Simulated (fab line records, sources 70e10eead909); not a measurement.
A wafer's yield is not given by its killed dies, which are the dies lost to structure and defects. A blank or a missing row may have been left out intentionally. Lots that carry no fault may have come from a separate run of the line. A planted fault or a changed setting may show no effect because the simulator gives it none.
Matching of chambers | flow nand_harc | pecvd-01 running NHARC_P_M1_DEP_33: 3 sister chambers
The step deposits SiCN, target thk 30 nm. 3 wafers are shown with their chamber, then 8 later ones without.

== WAFERS, EACH WITH ITS CHAMBER ==
wafer  | chamber | showerhead_vpp_V (V)
L146.2 | 2       | 1318
L146.5 | 1       | 1258
L154.1 | 0       | 1253

== WAFERS WHOSE CHAMBER IS MISSING ==
wafer  | showerhead_vpp_V (V)
L154.2 | 1314
L154.3 | 1288
L155.1 | 1257
L155.2 | 1335
L155.6 | 1275
L156.1 | 1250
L156.3 | 1293
L156.5 | 1318

== WHICH CHAMBER EACH WENT THROUGH ==
wafer  | from the rows above          | in truth
L154.2 | 2                            | 2
L154.3 | can't be placed: 1 or 2 or 0 | 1
L155.1 | can't be placed: 1 or 0      | 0
L155.2 | 2                            | 2
L155.6 | can't be placed: 1 or 0 or 2 | 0
L156.1 | can't be placed: 0 or 1      | 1
L156.3 | can't be placed: 2 or 1 or 0 | 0
L156.5 | 2                            | 2
Correctly placed: 3 of 8. Unplaceable from these rows: 5, with the true chamber sitting among the candidates in 5. Number placed wrongly: 0.
How it was worked out, from the rows above alone: a wafer's distance from a chamber is the root of the sum, over the readings, of the square of ((its reading less the chamber's mean) divided by the reading's scatter). The wafer belongs to the nearest chamber; if the next one is less than 2 further off, it can't be placed. The mean given for a chamber averages the wafers shown for that chamber. The scatter: root of mean squared gap, hidden wafer to nearest shown wafer, with one shown wafer a chamber.
